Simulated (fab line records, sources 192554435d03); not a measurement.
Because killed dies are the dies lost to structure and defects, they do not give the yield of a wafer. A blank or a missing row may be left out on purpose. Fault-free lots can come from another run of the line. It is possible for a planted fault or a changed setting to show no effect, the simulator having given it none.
fab line records + flow n5_finfet
[record]
- lots = 9
- wafers = 23
- last_day = 17
route steps=1938 shown BEOL_M0_SAQP@659 BEOL_M4@1111 PASSIVATION@1936
lots that met no fault: taken from a fault-free run of the same line
start_h: hours from the record's first day to the start of the lot's first wafer shown + wait_h: hours elapsed since this lot's preceding step + " unchanged from the row above + L1.1+2: a single row standing in for several wafers + - no value present, or no start provided + * or withheld: withheld + < > ~ a bound
route shown NAME@n: NAME is a module with steps in the file, n the number in the route of the first one + usual: mean/standard deviation taken from wafers without a fault + same: alike in all rows + chamber/n: place in a boat + sites: the reading at each site + _std_site: how widely they spread, as a standard deviation + _edge_site: mean of outer sites minus mean of inner sites + radius_mm: how far each site lies from the wafer's centre + mask NAME#n: copy n + behind: the last tool/chamber to shape the wafer + hold: cause of the lot's hold/its duration in hours/its outcome + device: transistor that didn't switch, given as n, p or np + end of line: the route-end tests of the same wafers + a step given without rows: its recipe and nothing more + killed: count of dies lost to structure and defects at first sort (not the wafer's yield) + map: the dies of a wafer, with x for killed, . for not killed, _ for no die there
set.NAME: the setting the step ran with; set.NAME@STEP: the setting that earlier step ran with + model.NAME: the simulator's own value behind a step, which no gauge read
route steps across a sampled set of lots; one table per step, one row per wafer
services: from which hour (start_h, from the record's first day; less than 0 if before it) a tool's chamber was out of use, for how many hours, and why
[[steps]]
[step N5_BEOL_M0_SAQP_STRIP_86]
[recipe]
- chemistry = N2/H2
- power_w = 500
- temp_c = 40
- pressure_mtorr = 50
- rf_frequency_hz = 6e+07
- overash_fraction = 0.3
- bias_power_w = 28
- h2_frac = 0.5
- n2_flow_sccm = 300
- h2_flow_sccm = 300
[usual]
- chamber_pressure_mTorr = 50.00/0.075
- drypump_motor_current_A = 6.0/0.47
- oes_product_au = 0.81/0.1
- rf_vpp_V = 121.8/1.4
- showerhead_plenum_p_Torr = 3.36/0.091
- throttle_valve_pct = 18.8/0.56
| lot.wafer | tool        | chamber | start_h | wait_h | chamber_pressure_mTorr | drypump_motor_current_A | oes_product_au | rf_hours_counter_h | rf_vpp_V | showerhead_plenum_p_Torr | throttle_valve_pct |
|-----------|-------------|---------|---------|--------|------------------------|-------------------------|----------------|--------------------|----------|--------------------------|--------------------|
| L651.1    | rie_diel-02 | 2       | 115.38  | 0.1    | 50.00                  | 6.1                     | 0.71           | 233                | 123.7    | 3.35                     | 20.2               |
| L651.2    | "           | 3       | "       | "      | 50.07                  | 5.2                     | 0.89           | 30                 | 119.8    | 3.29                     | 18.2               |
| L651.5    | "           | 1       | "       | "      | 49.99                  | 6.6                     | 0.85           | -                  | 119.6    | 3.40                     | 18.7               |
| L652.3    | rie_diel-02 | 2       | 116.86  | 0.1    | 49.83                  | 6.1                     | 0.71           | 233                | 121.3    | 3.35                     | 20.2               |
| L652.5    | "           | 1       | "       | "      | 49.90                  | 6.7                     | 0.83           | -                  | 123.7    | 3.40                     | 18.7               |
| L652.6    | "           | 0       | "       | "      | 50.08                  | 6.3                     | 0.72           | -                  | 123.3    | 3.44                     | 18.4               |
| L661.4    | rie_diel-06 | 2       | 174.90  | 0.1    | 50.05                  | 5.4                     | 0.74           | 160                | 122.7    | 3.37                     | 19.3               |
| L661.5    | "           | 3       | "       | "      | 50.04                  | 5.4                     | 0.91           | -                  | 122.2    | 3.55                     | 18.2               |
| L662.2    | rie_diel-03 | 3       | 187.02  | 0.1    | 50.00                  | 5.7                     | 0.68           | 218                | 122.9    | 3.46                     | 19.2               |
| L662.6    | "           | 2       | "       | "      | 50.12                  | 6.6                     | 0.94           | -                  | 121.0    | 3.40                     | 18.1               |
| L665.1    | rie_diel-02 | 2       | 205.77  | 0.1    | 49.98                  | 6.1                     | 0.99           | 3                  | 120.3    | 3.34                     | 19.8               |
| L665.4    | "           | 1       | "       | "      | 50.05                  | 6.6                     | 0.80           | 100                | 120.7    | 3.38                     | 18.7               |
| L665.6    | "           | 3       | "       | "      | 50.11                  | 5.2                     | 0.84           | -                  | 121.2    | 3.27                     | 18.3               |
| L667.2    | rie_diel-03 | 0       | 214.95  | 0.1    | 49.93                  | 6.2                     | 0.95           | 13                 | 120.5    | 3.31                     | 18.9               |
| L667.4    | "           | 2       | "       | "      | 50.12                  | 6.6                     | 0.93           | 23                 | 124.2    | 3.40                     | 18.1               |
| L667.6    | "           | 3       | "       | "      | 50.06                  | 5.7                     | 0.68           | -                  | 123.5    | 3.45                     | 19.1               |
| L668.2    | rie_diel-02 | 2       | 222.84  | 0.2    | 50.00                  | 6.1                     | 0.97           | 8                  | 120.0    | 3.34                     | 19.8               |
| L668.6    | "           | 1       | "       | "      | 50.00                  | 6.6                     | 0.79           | -                  | 121.6    | 3.38                     | 18.7               |
| L669.2    | rie_diel-03 | 3       | 227.05  | 0.3    | 50.06                  | 5.7                     | 0.69           | 231                | 122.3    | 3.45                     | 19.2               |
| L669.3    | "           | 2       | "       | "      | 50.05                  | 6.6                     | 0.92           | 26                 | 119.1    | 3.39                     | 18.1               |
| L673.3    | rie_diel-03 | 2       | 249.38  | 0.1    | 49.85                  | 6.6                     | 0.91           | 32                 | 121.6    | 3.39                     | 18.1               |
| L673.5    | "           | 1       | "       | "      | 49.94                  | 5.7                     | 0.73           | -                  | 120.4    | 3.16                     | 18.6               |
| L673.6    | "           | 0       | "       | "      | 50.07                  | 6.2                     | 0.93           | -                  | 119.9    | 3.30                     | 18.9               |
[step N5_BEOL_M0_SAQP_ETCH_106]
[recipe]
- chemistry = N2/H2
- target = SOC
- target_depth_a = 1500
- stop_on = SiNx
- ion_energy_ev = 100
- bias_w = 61
- pressure_mtorr = 30
- source_w = 850
- n2_flow_sccm = 200
- h2_flow_sccm = 200
[usual]
- chamber_pressure_mTorr = 30.001/0.027
- drypump_motor_current_A = 5.8/0.45
- oes_product_au = 0.81/0.092
- rf_fwd_power_W = 844/3.1
- rf_vpp_V = 240.9/1.2
- showerhead_plenum_p_Torr = 2.56/0.074
- throttle_valve_pct = 17.8/0.33
| lot.wafer | tool        | chamber | start_h | wait_h | chamber_pressure_mTorr | drypump_motor_current_A | oes_product_au | rf_fwd_power_W | rf_hours_counter_h | rf_vpp_V | showerhead_plenum_p_Torr | throttle_valve_pct |
|-----------|-------------|---------|---------|--------|------------------------|-------------------------|----------------|----------------|--------------------|----------|--------------------------|--------------------|
| L651.1    | rie_diel-03 | 2       | 118.52  | -      | 30.035                 | 6.6                     | 0.66           | 841            | 245                | 241.7    | 2.58                     | 17.8               |
| L651.2    | "           | 0       | "       | "      | 30.014                 | 6.2                     | 0.68           | 845            | 238                | 239.6    | 2.51                     | 17.9               |
| L651.5    | "           | 0       | "       | "      | 30.005                 | 6.2                     | 0.68           | 848            | -                  | 238.1    | 2.51                     | 17.9               |
| L652.3    | rie_diel-02 | 3       | 118.88  | -      | 30.037                 | 5.3                     | 0.87           | 843            | 31                 | 240.3    | 2.49                     | 17.5               |
| L652.5    | "           | 3       | "       | "      | 29.988                 | 5.3                     | 0.87           | 846            | -                  | 240.6    | 2.49                     | 17.5               |
| L652.6    | "           | 2       | "       | "      | 30.053                 | 6.2                     | 0.69           | 850            | -                  | 241.2    | 2.54                     | 18.6               |
| L661.4    | rie_diel-02 | 1       | 177.06  | -      | 29.986                 | 6.6                     | 0.80           | 844            | -                  | 241.0    | 2.57                     | 17.5               |
| L661.5    | "           | 3       | "       | "      | 29.986                 | 5.3                     | 0.84           | 838            | -                  | 240.7    | 2.48                     | 17.5               |
| L662.2    | rie_diel-06 | 2       | 189.66  | -      | 29.956                 | 5.4                     | 0.73           | 846            | 164                | 241.2    | 2.55                     | 18.2               |
| L662.6    | "           | 3       | "       | "      | 29.964                 | 5.4                     | 0.87           | 838            | -                  | 241.7    | 2.69                     | 17.4               |
| L665.1    | rie_diel-02 | 0       | 208.34  | -      | 30.013                 | 6.3                     | 0.67           | 843            | 220                | 243.5    | 2.59                     | 17.5               |
| L665.4    | "           | 1       | "       | "      | 29.983                 | 6.6                     | 0.78           | 842            | 100                | 241.3    | 2.56                     | 17.6               |
| L665.6    | "           | 3       | "       | "      | 29.958                 | 5.2                     | 0.82           | 845            | -                  | 239.8    | 2.47                     | 17.5               |
| L667.2    | rie_diel-06 | 3       | 216.91  | -      | 30.019                 | 5.4                     | 0.85           | 843            | 46                 | 243.2    | 2.69                     | 17.4               |
| L667.4    | "           | 0       | "       | "      | 30.046                 | 6.1                     | 0.82           | 845            | 90                 | 242.0    | 2.58                     | 18.0               |
| L667.6    | "           | 0       | "       | "      | 30.007                 | 6.1                     | 0.81           | 840            | -                  | 240.9    | 2.58                     | 18.0               |
| L668.2    | rie_diel-02 | 0       | 224.74  | -      | 29.981                 | 6.3                     | 0.68           | 845            | 226                | 240.7    | 2.59                     | 17.5               |
| L668.6    | "           | 2       | "       | "      | 30.005                 | 6.1                     | 0.94           | 843            | -                  | 241.1    | 2.53                     | 18.1               |
| L669.2    | rie_diel-02 | 0       | 228.98  | -      | 30.044                 | 6.3                     | 0.68           | 844            | 227                | 241.9    | 2.59                     | 17.5               |
| L669.3    | "           | 2       | "       | "      | 30.019                 | 6.1                     | 0.94           | 849            | 10                 | 239.5    | 2.53                     | 18.1               |
| L673.3    | rie_diel-06 | 2       | 251.28  | -      | 30.048                 | 5.4                     | 0.71           | 848            | 183                | 240.7    | 2.54                     | 18.3               |
| L673.5    | "           | 0       | "       | "      | 29.925                 | 6.0                     | 0.80           | 846            | -                  | 241.7    | 2.58                     | 18.0               |
| L673.6    | "           | 1       | "       | "      | 29.927                 | 5.5                     | 0.89           | 845            | -                  | 240.8    | 2.50                     | 17.7               |
[step N5_BEOL_M0_SAQP_SPACER2_ALD_26]
[recipe]
- material = SiO2
- target_thk_a = 150
- temp_c = 300
- ald_precursor_family = BDEAS
- ald_co_reactant = O2-plasma
- pulse_time_s = 1
- purge_time_s = 2
- co_reactant_purge_time_s = 2
- pressure_torr = 2
[usual]
- heater_power_w = 501/56
- precursor_pulse_height_rel = 1.004/0.019
[same]
- co_reactant_purge_time_s = 2
- pulse_time_s = 1
| lot.wafer | tool       | chamber | start_h | wait_h | heater_power_w | precursor_pulse_height_rel |
|-----------|------------|---------|---------|--------|----------------|----------------------------|
| L651.1    | ald_sin-04 | 0       | 118.94  | 0.1    | 564            | 1.044                      |
| L651.2    | "          | 3       | "       | "      | 540            | 0.991                      |
| L651.5    | "          | 2       | "       | "      | 526            | 1.003                      |
| L652.3    | ald_sin-04 | 1       | 119.46  | 0.3    | 443            | 1.011                      |
| L652.5    | "          | 1       | "       | "      | 448            | 0.986                      |
| L652.6    | "          | 0       | "       | "      | 580            | 0.995                      |
| L661.4    | ald_sin-01 | 0       | 178.57  | 1.3    | 608            | 0.998                      |
| L661.5    | "          | 0       | "       | "      | 617            | 0.985                      |
| L662.2    | ald_sin-04 | 3       | 190.76  | 0.9    | 530            | 0.994                      |
| L662.6    | "          | 3       | "       | "      | 513            | 0.982                      |
| L665.1    | ald_sin-02 | 0       | 208.64  | 0.1    | 482            | 0.962                      |
| L665.4    | "          | 1       | "       | "      | 434            | 1.006                      |
| L665.6    | "          | 3       | "       | "      | 475            | 1.007                      |
| L667.2    | ald_sin-04 | 0       | 217.22  | 0.1    | 566            | 0.982                      |
| L667.4    | "          | 1       | "       | "      | 482            | 1.014                      |
| L667.6    | "          | 3       | "       | "      | 516            | 1.014                      |
| L668.2    | ald_sin-02 | 3       | 225.04  | 0.1    | 464            | 1.013                      |
| L668.6    | "          | 2       | "       | "      | 491            | 0.993                      |
| L669.2    | ald_sin-02 | 0       | 229.29  | 0.1    | 488            | 0.980                      |
| L669.3    | "          | 3       | "       | "      | 482            | 0.994                      |
| L673.3    | ald_sin-02 | 0       | 251.61  | 0.1    | 485            | 0.974                      |
| L673.5    | "          | 3       | "       | "      | 480            | 0.983                      |
| L673.6    | "          | 0       | "       | "      | 497            | 1.030                      |
[step N5_BEOL_M0_SAQP_SPACER2_ETCHBACK_27]
[recipe]
- chemistry = CHF3/O2
- mode = anisotropic_etchback
- target = SiO2
- target_depth_a = 225
- time_s = 11.25
- pressure_mtorr = 30
- source_w = 650
- bias_w = 170
- Ar_flow_sccm = 200
- CHF3_flow_sccm = 50
- O2_flow_sccm = 5
- ion_energy_ev = 200
[usual]
- chamber_pressure_mTorr = 30.002/0.026
- drypump_motor_current_A = 5.9/0.47
- oes_product_au = 0.81/0.1
- rf_fwd_power_W = 645.7/2.3
- rf_vpp_V = 531/17
- showerhead_plenum_p_Torr = 2.42/0.069
- throttle_valve_pct = 18.85/0.25
| lot.wafer | tool        | chamber | start_h | wait_h | chamber_pressure_mTorr | drypump_motor_current_A | oes_product_au | rf_fwd_power_W | rf_hours_counter_h | rf_vpp_V | showerhead_plenum_p_Torr | throttle_valve_pct |
|-----------|-------------|---------|---------|--------|------------------------|-------------------------|----------------|----------------|--------------------|----------|--------------------------|--------------------|
| L651.1    | rie_diel-02 | 2       | 119.49  | 0.3    | 30.015                 | 6.1                     | 0.69           | 649.5          | 234                | 536      | 2.38                     | 19.27              |
| L651.2    | "           | 0       | "       | "      | 29.971                 | 6.3                     | 0.68           | 648.0          | 192                | 520      | 2.50                     | 18.72              |
| L651.5    | "           | 2       | "       | "      | 29.995                 | 6.1                     | 0.69           | 647.1          | -                  | 536      | 2.38                     | 19.28              |
| L652.3    | rie_diel-03 | 1       | 120.01  | 0.3    | 30.048                 | 5.7                     | 0.77           | 643.8          | 153                | 511      | 2.32                     | 19.18              |
| L652.5    | "           | 1       | "       | "      | 30.027                 | 5.7                     | 0.76           | 642.5          | -                  | 512      | 2.32                     | 19.20              |
| L652.6    | "           | 2       | "       | "      | 29.983                 | 6.6                     | 0.67           | 646.7          | -                  | 543      | 2.47                     | 19.11              |
| L661.4    | rie_diel-03 | 1       | 179.12  | 0.3    | 29.949                 | 5.7                     | 1.06           | 642.5          | 175                | 512      | 2.31                     | 19.32              |
| L661.5    | "           | 0       | "       | "      | 30.025                 | 6.2                     | 1.39           | 650.3          | -                  | 543      | 2.36                     | 18.42              |
| L662.2    | rie_diel-03 | 2       | 191.31  | 0.3    | 30.005                 | 6.6                     | 1.31           | 644.4          | 14                 | 541      | 2.46                     | 18.72              |
| L662.6    | "           | 2       | "       | "      | 30.009                 | 6.6                     | 1.32           | 641.4          | -                  | 542      | 2.46                     | 18.72              |
| L665.1    | rie_diel-02 | 3       | 209.19  | 0.3    | 30.009                 | 5.3                     | 0.84           | 645.2          | 61                 | 507      | 2.34                     | 18.67              |
| L665.4    | "           | 1       | "       | "      | 30.018                 | 6.6                     | 0.79           | 646.8          | 101                | 565      | 2.42                     | 18.64              |
| L665.6    | "           | 3       | "       | "      | 29.986                 | 5.2                     | 0.83           | 644.4          | -                  | 505      | 2.34                     | 18.67              |
| L667.2    | rie_diel-02 | 1       | 217.86  | 0.4    | 29.996                 | 6.6                     | 0.78           | 646.5          | 103                | 565      | 2.42                     | 18.63              |
| L667.4    | "           | 2       | "       | "      | 30.007                 | 6.1                     | 0.96           | 649.7          | 6                  | 536      | 2.37                     | 18.84              |
| L667.6    | "           | 3       | "       | "      | 29.997                 | 5.2                     | 0.82           | 648.5          | -                  | 503      | 2.34                     | 18.67              |
| L668.2    | rie_diel-02 | 1       | 225.59  | 0.3    | 30.007                 | 6.6                     | 0.79           | 649.5          | 106                | 564      | 2.42                     | 18.65              |
| L668.6    | "           | 2       | "       | "      | 29.996                 | 6.1                     | 0.96           | 646.1          | -                  | 536      | 2.37                     | 18.83              |
| L669.2    | rie_diel-02 | 1       | 229.83  | 0.3    | 29.961                 | 6.6                     | 0.79           | 649.6          | 107                | 564      | 2.42                     | 18.64              |
| L669.3    | "           | 0       | "       | "      | 30.018                 | 6.3                     | 0.67           | 645.4          | 228                | 517      | 2.49                     | 18.78              |
| L673.3    | rie_diel-03 | 1       | 252.16  | 0.3    | 29.985                 | 5.7                     | 0.73           | 645.5          | 197                | 511      | 2.30                     | 19.26              |
| L673.5    | "           | 2       | "       | "      | 30.016                 | 6.6                     | 0.90           | 644.0          | -                  | 542      | 2.45                     | 18.69              |
| L673.6    | "           | 3       | "       | "      | 30.020                 | 5.7                     | 0.66           | 647.2          | -                  | 533      | 2.47                     | 19.16              |
[step N5_BEOL_M4_RC_MEAS_101]
[usual]
- DIBL_N = 36.1/2
- DIBL_P = 36.3/2.4
- IOFF_N = 0.15/0.035
- IOFF_P = 0.21/0.039
- ION_N = 672/15
- ION_P = 463/9.7
- SS_N = 71.5/0.7
- SS_P = 73.2/0.75
- VT_N = 251/3.6
- VT_P = -250/3.8
| lot.wafer | tool      | chamber | start_h | wait_h | DIBL_N[mV/V] | DIBL_P[mV/V] | IOFF_N[nA/um] | IOFF_P[nA/um] | ION_N[uA/um] | ION_P[uA/um] | SS_N[mV/dec] | SS_P[mV/dec] | VT_N[mV] | VT_P[mV] |
|-----------|-----------|---------|---------|--------|--------------|--------------|---------------|---------------|--------------|--------------|--------------|--------------|----------|----------|
| L651.1    | prober-02 | 0       | 174.00  | 0.0    | 39.4         | 40.9         | 0.23          | 0.26          | 693          | 469          | 72.7         | 73.6         | 245      | -249     |
| L651.2    | "         | 0       | "       | "      | 36.0         | 36.5         | 0.15          | 0.19          | 689          | 470          | 71.2         | 72.8         | 248      | -252     |
| L651.5    | "         | 0       | "       | "      | 39.1         | 40.4         | 0.22          | 0.26          | 707          | 475          | 72.4         | 74.9         | 247      | -249     |
| L652.3    | prober-01 | 0       | 176.51  | 0.3    | 32.3         | 33.3         | 0.11          | 0.18          | 672          | 481          | 71.6         | 72.3         | 254      | -248     |
| L652.5    | "         | 0       | "       | "      | 37.0         | 38.7         | 0.19          | 0.27          | 694          | 481          | 71.2         | 73.3         | 247      | -245     |
| L652.6    | "         | 0       | "       | "      | 35.8         | 37.5         | 0.16          | 0.25          | 688          | 484          | 71.5         | 73.6         | 249      | -247     |
| L661.4    | prober-02 | 0       | 240.30  | 0.5    | 35.4         | 35.9         | 0.15          | 0.23          | 683          | 471          | 72.4         | 73.6         | 248      | -249     |
| L661.5    | "         | 0       | "       | "      | 38.6         | 39.9         | 0.22          | 0.30          | 697          | 473          | 72.5         | 74.0         | 246      | -245     |
| L662.2    | prober-01 | 0       | 246.18  | 0.2    | 38.2         | 37.9         | 0.21          | 0.26          | 703          | 478          | 71.6         | 73.4         | 245      | -245     |
| L662.6    | "         | 0       | "       | "      | 35.7         | 34.8         | 0.16          | 0.21          | 683          | 461          | 71.2         | 72.6         | 249      | -251     |
| L665.1    | prober-01 | 0       | 263.92  | 0.0    | 35.3         | 35.0         | 0.14          | 0.22          | 673          | 471          | 71.3         | 72.7         | 249      | -248     |
| L665.4    | "         | 0       | "       | "      | 39.3         | 39.7         | 0.23          | 0.30          | 675          | 467          | 72.1         | 73.5         | 247      | -242     |
| L665.6    | "         | 0       | "       | "      | 34.5         | 34.1         | 0.14          | 0.21          | 684          | 477          | 70.8         | 72.3         | 248      | -248     |
| L667.2    | prober-02 | 0       | 279.34  | 0.2    | 37.7         | 37.9         | 0.17          | 0.25          | 685          | 477          | 72.1         | 73.7         | 249      | -248     |
| L667.4    | "         | 0       | "       | "      | 36.5         | 36.8         | 0.17          | 0.25          | 682          | 478          | 71.6         | 73.6         | 249      | -247     |
| L667.6    | "         | 0       | "       | "      | 33.0         | 32.1         | 0.10          | 0.16          | 655          | 458          | 70.3         | 71.6         | 259      | -254     |
| L668.2    | prober-02 | 0       | 284.55  | 0.2    | 40.0         | 41.2         | 0.21          | 0.27          | 683          | 461          | 72.2         | 74.7         | 249      | -249     |
| L668.6    | "         | 0       | "       | "      | 42.3         | 42.9         | 0.26          | 0.31          | 692          | 468          | 73.1         | 75.0         | 243      | -245     |
| L669.2    | prober-01 | 0       | 284.75  | 0.2    | 36.2         | 37.2         | 0.15          | 0.19          | 660          | 455          | 71.9         | 73.4         | 251      | -253     |
| L669.3    | "         | 0       | "       | "      | 37.4         | 38.7         | 0.18          | 0.21          | 691          | 469          | 71.7         | 73.3         | 248      | -250     |
| L673.3    | prober-02 | 0       | 306.90  | 0.3    | 37.6         | 36.7         | 0.17          | 0.24          | 673          | 467          | 71.1         | 74.5         | 249      | -247     |
| L673.5    | "         | 0       | "       | "      | 35.1         | 33.4         | 0.13          | 0.19          | 661          | 461          | 70.7         | 72.1         | 252      | -249     |
| L673.6    | "         | 0       | "       | "      | 38.3         | 38.3         | 0.19          | 0.27          | 701          | 481          | 71.2         | 73.5         | 247      | -243     |
[step N5_PASSIVATION_PROBE_49]
[usual]
- defect_limited_yield = 91.1/1.6
- killed_at_M0_to_M3 = 35/11
- killed_at_M4_up = 13/5.4
- killed_at_contacts = 13/6.5
- killed_at_front_end = 40/14
- killed_at_other = 4/3.1
- killed_dies = 105/18
- killed_open = 69/14
- killed_short = 34/7.3
- sort_bin_5_function = 5.2/0.96
- sort_bin_6_memory = 3.4/0.77
- sort_bin_8_speed = 0.02/0.13
- sort_n_pass = 1075/19
[same]
- gross_dies = 1180
- killed_at_back_side = 0
- sort_bin_4_leakage[%] = 0
| lot.wafer | tool      | chamber | start_h | wait_h | defect_limited_yield[%] | killed_at_M0_to_M3 | killed_at_M4_up | killed_at_contacts | killed_at_front_end | killed_at_other | killed_dies | killed_open | killed_short | sort_bin_5_function[%] | sort_bin_6_memory[%] | sort_bin_8_speed[%] | sort_n_pass |
|-----------|-----------|---------|---------|--------|-------------------------|--------------------|-----------------|--------------------|---------------------|-----------------|-------------|-------------|--------------|------------------------|----------------------|---------------------|-------------|
| L651.1    | prober-02 | -       | 285.32  | 0.1    | 90.0                    | 53                 | 21              | 13                 | 28                  | 3               | 118         | 87          | 30           | 5.4                    | 4.4                  | 0                   | 1062        |
| L651.2    | prober-02 | -       | 285.37  | 0.2    | 90.4                    | 43                 | 16              | 7                  | 43                  | 4               | 113         | 70          | 41           | 5.5                    | 3.9                  | 0                   | 1067        |
| L651.5    | prober-02 | -       | 285.52  | 0.3    | 90.8                    | 57                 | 5               | 8                  | 36                  | 3               | 109         | 72          | 35           | 5.1                    | 3.8                  | 0                   | 1071        |
| L661.4    | prober-01 | -       | 349.28  | 0.2    | 90.2                    | 38                 | 5               | 9                  | 57                  | 7               | 116         | 68          | 37           | 5.0                    | 3.4                  | 0.08                | 1064        |
| L661.5    | prober-01 | -       | 349.33  | 0.2    | 91.6                    | 39                 | 5               | 7                  | 42                  | 6               | 99          | 70          | 27           | 5.0                    | 3.1                  | 0                   | 1081        |
| L662.2    | prober-02 | -       | 357.25  | 0.1    | 88.5                    | 36                 | 23              | 20                 | 52                  | 5               | 136         | 86          | 48           | 6.4                    | 5.0                  | 0                   | 1044        |
| L662.6    | prober-02 | -       | 357.45  | 0.3    | 90.6                    | 19                 | 25              | 15                 | 50                  | 2               | 111         | 65          | 43           | 5.9                    | 3.1                  | 0                   | 1069        |
| L668.2    | prober-02 | -       | 387.46  | 0.1    | 86.1                    | 45                 | 8               | 14                 | 91                  | 6               | 164         | 113         | 50           | 8.8                    | 4.9                  | 0                   | 1016        |
| L668.6    | prober-02 | -       | 387.66  | 0.3    | 87.5                    | 40                 | 14              | 11                 | 78                  | 5               | 148         | 106         | 32           | 7.5                    | 4.2                  | 0                   | 1032        |
| L669.2    | prober-02 | -       | 398.51  | 0.1    | 91.1                    | 45                 | 13              | 13                 | 32                  | 2               | 105         | 75          | 30           | 5.3                    | 3.1                  | 0                   | 1075        |
| L669.3    | prober-02 | -       | 398.56  | 0.1    | 90.8                    | 52                 | 16              | 11                 | 28                  | 1               | 108         | 76          | 30           | 4.7                    | 3.9                  | 0                   | 1072        |
// killed by level:class
L651.1 BEOL_M0_SAQP:geometric_particle:open=16 BEOL_M1:geometric_particle:open=14 MOL_CONTACT_COAG:geometric_particle:open=11 BEOL_M4:geometric_particle:open=11 BEOL_M3:geometric_particle:open=6 STI_FIN_REVEAL:geometric_particle:open=5 BEOL_M1:geometric_particle:short=5 BEOL_M0_SAQP:geometric_particle:short=4
L651.2 BEOL_M1:geometric_particle:open=9 BEOL_M0_SAQP:geometric_particle:short=8 MOL_CONTACT_COAG:geometric_particle:open=7 STI_FIN_REVEAL:geometric_particle:open=6 BEOL_M1:geometric_particle:short=6 DUMMY_GATE:geometric_particle:open=5 GATE_CUT:geometric_particle:open=5 GATE_CUT:geometric_particle:short=5
L651.5 BEOL_M0_SAQP:geometric_particle:open=21 BEOL_M0_SAQP:geometric_particle:short=17 BEOL_M2:geometric_particle:open=7 MOL_CONTACT_COAG:geometric_particle:open=6 BEOL_M1:geometric_particle:open=6 STI_FIN_REVEAL:geometric_particle:open=5 GATE_CUT:geometric_particle:open=5 GATE_CUT:geometric_particle:short=5
L661.4 FIN_SAQP:geometric_particle:open=14 BEOL_M2:geometric_particle:open=14 STI_FIN_REVEAL:geometric_particle:open=10 HKMG_FIN:area_etch=10 FIN_SAQP:geometric_particle:short=8 BEOL_M0_SAQP:geometric_particle:short=8 MOL_CONTACT_COAG:geometric_particle:open=6 BEOL_M3:geometric_particle:open=5
L661.5 STI_FIN_REVEAL:geometric_particle:open=10 BEOL_M0_SAQP:geometric_particle:open=9 FIN_SAQP:geometric_particle:open=8 BEOL_M3:geometric_particle:open=8 FIN_SAQP:geometric_particle:short=6 MOL_CONTACT_COAG:geometric_particle:open=6 DUMMY_GATE:geometric_particle:open=5 BEOL_M0_SAQP:geometric_particle:short=5
L662.2 MOL_CONTACT_COAG:geometric_particle:open=14 BEOL_M4:geometric_particle:open=13 FIN_SAQP:geometric_particle:short=11 BEOL_M0_SAQP:geometric_particle:open=11 GATE_CUT:geometric_particle:short=10 FIN_SAQP:geometric_particle:open=8 BEOL_M2:geometric_particle:open=7 MOL_CONTACT_COAG:geometric_particle:short=6
L662.6 BEOL_M4:geometric_particle:open=18 FIN_SAQP:geometric_particle:short=17 FIN_SAQP:geometric_particle:open=8 GATE_CUT:geometric_particle:short=8 MOL_CONTACT_COAG:geometric_particle:open=8 MOL_CONTACT_COAG:geometric_particle:short=7 BEOL_M1:geometric_particle:open=6 BEOL_M2:geometric_particle:open=5
L668.2 FIN_SAQP:geometric_particle:open=23 STI_FIN_REVEAL:geometric_particle:open=23 BEOL_M3:geometric_particle:open=18 FIN_SAQP:geometric_particle:short=15 MOL_CONTACT_COAG:geometric_particle:open=11 BEOL_M2:geometric_particle:open=11 STI_FIN_REVEAL:geometric_particle:short=7 GATE_CUT:geometric_particle:short=6
L668.6 FIN_SAQP:geometric_particle:open=26 STI_FIN_REVEAL:geometric_particle:open=15 BEOL_M2:geometric_particle:open=14 BEOL_M4:geometric_particle:open=10 MOL_CONTACT_COAG:geometric_particle:open=9 FIN_SAQP:geometric_particle:short=8 BEOL_M1:geometric_particle:open=8 BEOL_M3:geometric_particle:open=8
L669.2 MOL_CONTACT_COAG:geometric_particle:open=10 BEOL_M0_SAQP:geometric_particle:short=10 BEOL_M3:geometric_particle:open=9 BEOL_M0_SAQP:geometric_particle:open=8 BEOL_M2:geometric_particle:open=8 STI_FIN_REVEAL:geometric_particle:open=7 FIN_SAQP:geometric_particle:open=6 BEOL_M1:geometric_particle:open=6
L669.3 BEOL_M0_SAQP:geometric_particle:open=16 BEOL_M0_SAQP:geometric_particle:short=13 MOL_CONTACT_COAG:geometric_particle:open=11 BEOL_M3:geometric_particle:open=8 BEOL_M4:geometric_particle:open=8 FIN_SAQP:geometric_particle:open=7 BEOL_M1:geometric_particle:open=6 FIN_SAQP:geometric_particle:short=5
[[services]]
| tool        | chamber | start_h | hours | kind                          |
|-------------|---------|---------|-------|-------------------------------|
| rie_diel-03 | 2       | 135.89  | -     | clean                         |
| rie_diel-03 | 2       | 135.89  | -     | consumable_replace:focus_ring |
| rie_diel-03 | 2       | 135.89  | 17.7  | scheduled_down                |
| rie_diel-03 | 2       | 135.89  | 17.7  | vent_cycle                    |
| rie_diel-02 | -       | 142.37  | 0.3   | repair                        |
| rie_diel-03 | 0       | 154.19  | -     | clean                         |
| rie_diel-03 | 0       | 154.19  | -     | consumable_replace:focus_ring |
| rie_diel-03 | 0       | 154.19  | 17.6  | scheduled_down                |
| rie_diel-03 | 0       | 154.19  | 17.6  | vent_cycle                    |
| ald_sin-01  | 3       | 156.05  | 4.9   | repair                        |
| rie_diel-02 | 2       | 172.46  | -     | clean                         |
| rie_diel-02 | 2       | 172.46  | -     | consumable_replace:focus_ring |
| rie_diel-02 | 2       | 172.46  | 20.7  | scheduled_down                |
| rie_diel-02 | 2       | 172.46  | 20.7  | vent_cycle                    |
| ald_sin-04  | -       | 176.76  | 14.0  | pm                            |
| ald_sin-04  | 0       | 176.76  | 14.0  | vent_cycle                    |
| ald_sin-04  | 1       | 176.76  | 14.0  | vent_cycle                    |
| ald_sin-04  | 2       | 176.76  | 14.0  | vent_cycle                    |
| ald_sin-04  | 3       | 176.76  | 14.0  | vent_cycle                    |
| ald_sin-04  | 0       | 190.76  | -     | clean                         |
| ald_sin-04  | 1       | 190.76  | -     | clean                         |
| ald_sin-01  | 1       | 201.62  | 27.1  | repair                        |
| ald_sin-02  | 1       | 226.46  | 17.7  | repair                        |
| ald_sin-01  | -       | 236.12  | 1.2   | repair                        |
[[key]]
[first_sign]
- step = N5_BEOL_M0_SAQP_SPACER2_ETCHBACK_27
- reading = oes_product_au
- direction = up
- sigmas = 4.6
- usual = 0.81
- struck = 1.27
effect none on later readings
met_at N5_BEOL_M0_SAQP_SPACER2_ETCHBACK_27
struck_lots L661,L662
[baseline_loss]
- step = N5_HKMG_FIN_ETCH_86
- wafers = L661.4
not_acting_at N5_BEOL_M0_SAQP_STRIP_86,N5_BEOL_M0_SAQP_ETCH_106,N5_BEOL_M0_SAQP_SPACER2_ALD_26
onset_between 120.01 179.12
[fault]
- kind = process_parameter_drift
- tool = rie_diel-03
- chamber = -
- onset_h = 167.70
- steps = N5_BEOL_M0_SAQP_SPACER2_ETCHBACK_27
- channel = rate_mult
- offset = 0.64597
- shape = step
- end_h = 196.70
// baseline_loss: these wafers lose ten dies or more at that step, a loss of the line's own and not of a fault; the sort's usual values leave them out
